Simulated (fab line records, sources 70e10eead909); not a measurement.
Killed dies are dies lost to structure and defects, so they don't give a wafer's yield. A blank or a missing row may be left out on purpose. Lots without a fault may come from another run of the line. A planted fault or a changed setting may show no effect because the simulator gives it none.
Chamber matching | flow nand_harc | NHARC_A_CHANNEL_FILL_D2_ALD_25 on ald_hk-01: 4 sister chambers
The step deposits SiOx, target thk 60 nm, pulse time 10 s, ald cycles 600. 14 wafers are shown with their chamber, then 7 later ones without.

WAFERS WITH THEIR CHAMBER
wafer  | chamber | heater_power_w (W) | heater_power_outer_w (W) | precursor_pulse_height_rel
L074.3 | 2       | 582                | 332                      | 0.980
L074.5 | 3       | 409                | 227                      | 1.009
L074.6 | 2       | 584                | 327                      | 0.995
L079.1 | 3       | 405                | 229                      | 1.002
L079.5 | 3       | 405                | 224                      | 1.026
L079.6 | 0       | 443                | 250                      | 1.019
L081.2 | 2       | 584                | 331                      | 0.979
L081.3 | 3       | 408                | 225                      | 1.021
L081.4 | 1       | 452                | 230                      | 1.010
L084.1 | 0       | 435                | 254                      | 0.989
L084.2 | 1       | 448                | 237                      | 1.011
L084.6 | 2       | 571                | 334                      | 0.971
L085.3 | 2       | 579                | 330                      | 0.957
L085.2 | 1       | 448                | 231                      | 0.998

SIGNATURES (means of the wafers above)
reading                    | chamber 0 | chamber 1 | chamber 2 | chamber 3 | scatter within a chamber
heater_power_w             | 439.00    | 449.33    | 580.00    | 406.75    | 4.16
heater_power_outer_w       | 252.00    | 232.67    | 330.80    | 226.25    | 2.8
precursor_pulse_height_rel | 1.00400   | 1.00633   | 0.97640   | 1.01450   | 0.013
Rule: a wafer's distance from a chamber is the root of the sum, over the readings, of the square of ((its reading less the chamber's mean) divided by the reading's scatter). The wafer belongs to the nearest chamber; if the next one is less than 2 further off, it can't be placed. The scatter: the root of (the sum of the squares of (reading less its chamber's mean) over the shown wafers, divided by (wafers less chambers)).

WAFERS WITHOUT THEIR CHAMBER
wafer  | heater_power_w (W) | heater_power_outer_w (W) | precursor_pulse_height_rel
L085.6 | 405                | 222                      | 0.986
L092.1 | 422                | 242                      | 0.969
L092.2 | 460                | 237                      | 1.006
L092.4 | 414                | 234                      | 1.047
L095.2 | 573                | 339                      | 0.973
L095.5 | 420                | 247                      | 1.002
L095.6 | 414                | 246                      | 1.016

WHICH CHAMBER EACH WENT THROUGH
wafer  | from the rows above          | in truth
L085.6 | 3                            | 3
L092.1 | can't be placed: 0 or 3 or 1 | 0
L092.2 | 1                            | 1
L092.4 | 3                            | 3
L095.2 | 2                            | 2
L095.5 | 0                            | 0
L095.6 | can't be placed: 0 or 3      | 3
Placed correctly: 5 of 7. Can't be placed from these rows: 2 (the true chamber is among the candidates in 2). Placed wrongly: 0.
